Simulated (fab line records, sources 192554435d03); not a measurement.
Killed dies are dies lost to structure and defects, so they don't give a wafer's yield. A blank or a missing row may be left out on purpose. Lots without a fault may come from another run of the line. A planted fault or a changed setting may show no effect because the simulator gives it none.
Chamber matching | flow n5_finfet | N5_BEOL_M10_STRIP_36 on rie_diel-03: 4 sister chambers
The step strips in N2/H2. 4 wafers are shown with their chamber, then 8 later ones without.

WAFERS WITH THEIR CHAMBER
wafer  | chamber | drypump_motor_current_A (A)
L082.2 | 0       | 5.4
L089.1 | 2       | 6.0
L089.3 | 1       | 6.6
L092.2 | 3       | 5.5

WAFERS WITHOUT THEIR CHAMBER
wafer  | drypump_motor_current_A (A)
L092.4 | 5.6
L092.6 | 6.0
L093.1 | 5.4
L093.4 | 6.6
L093.6 | 5.9
L097.1 | 5.5
L097.2 | 6.6
L097.3 | 6.0

WHICH CHAMBER EACH WENT THROUGH
wafer  | from the rows above | in truth
L092.4 | 3                   | 3
L092.6 | 2                   | 2
L093.1 | 0                   | 0
L093.4 | 1                   | 1
L093.6 | 2                   | 2
L097.1 | 3                   | 3
L097.2 | 1                   | 1
L097.3 | 2                   | 2
Placed correctly: 8 of 8. Can't be placed from these rows: 0. Placed wrongly: 0.
How it was worked out, from the rows above alone: a wafer's distance from a chamber is the root of the sum, over the readings, of the square of ((its reading less the chamber's mean) divided by the reading's scatter). The wafer belongs to the nearest chamber; if the next one is less than 2 further off, it can't be placed. A chamber's mean is the mean of its shown wafers. The scatter: with one shown wafer a chamber, the root of the mean of the squares of how far each hidden wafer lies from its nearest shown one.
